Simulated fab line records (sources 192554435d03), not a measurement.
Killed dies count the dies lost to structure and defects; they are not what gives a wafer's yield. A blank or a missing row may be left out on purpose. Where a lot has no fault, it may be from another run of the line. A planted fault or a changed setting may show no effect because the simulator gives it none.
One fault seen from 2 desks    flow n5-finfet    numbers are kept per desk, each desk with only its own; the story behind them comes last
Where a reading is given only as a bound, like >300, the bound stands for it, and a mean or a difference that rests on one is marked > or <: the true number lies beyond.

== THE DEFECT DESK ==
Counts from the inspections along the route, per lot, as means over the sampled wafers that have a number. If a lot's mean is further than 4 standard deviations from the usual mean, the lot is out of limits and carries the mark OUT (the distance appears in the brackets).
Columns: A = raw-defect-count at N5_HKMG_FIN_INSPECT_61, usual 1.7
lot   first seen here  A
L267  day 4 10:54      1.3
L269  day 4 18:42      1.7
L270  day 5 01:40      1.7
L271  day 5 08:18      1.3
L273  day 5 19:01      >300 (+99 or more) OUT
L277  day 6 20:04      >300 (+99 or more) OUT
L284  day 8 12:43      1.5
L286  day 9 00:15      1.7
L287  day 9 05:44      1.0
L288  day 9 12:41      3.0
L289  day 9 18:31      0.7
This desk's finding: out of limits on L273, L277; first on L273, day 5 19:01 (raw-defect-count at N5_HKMG_FIN_INSPECT_61). L267, L269, L270, L271, L284, L286, L287, L288, L289 stayed within limits.

== DESK OF THE TOOL OWNER: ald-hk-01 ==
The tool's own readings at N5_HKMG_FIN_ALD_74 (deposits La2O3, target thk 0.5 nm, pulse time 6 s, co reactant pulse time 1 s): means of the sampled wafers that have a number, for each lot that ran on this tool. If a lot's mean is further than 4 standard deviations from the usual mean, the lot is out of limits and carries the mark OUT (the distance appears in the brackets).
Columns: A = heater-power-w at N5_HKMG_FIN_ALD_74, usual 349 W; B = precursor-pulse-height-rel at N5_HKMG_FIN_ALD_74, usual 1.004
lot   first seen here  A    B
L267  day 4 10:25      337  1.004
L269  day 4 18:07      322  0.991
L270  day 5 01:04      313  0.986
L271  day 5 07:50      328  0.997
L273  day 5 18:25      317  1.006
L277  day 6 19:29      353  0.986
This desk's finding: nothing out of limits on any of the 6 lots.

== PUT TOGETHER ==
The defect desk could have raised an alarm at day 5 19:01, on L273, L277.
The desk of the tool owner found nothing out of limits.
The tool owner's desk has L273, L277 on record, within its limits.
All the named lots went through N5_HKMG_FIN_ALD_74 on ald-hk-01.

== WHAT THE SIMULATOR HAD PUT IN ==
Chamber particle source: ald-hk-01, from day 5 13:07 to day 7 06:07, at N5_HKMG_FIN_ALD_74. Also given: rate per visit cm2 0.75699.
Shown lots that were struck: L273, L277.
Hours from the fault's start to each desk's first reading out of limits: the defect desk, 6.
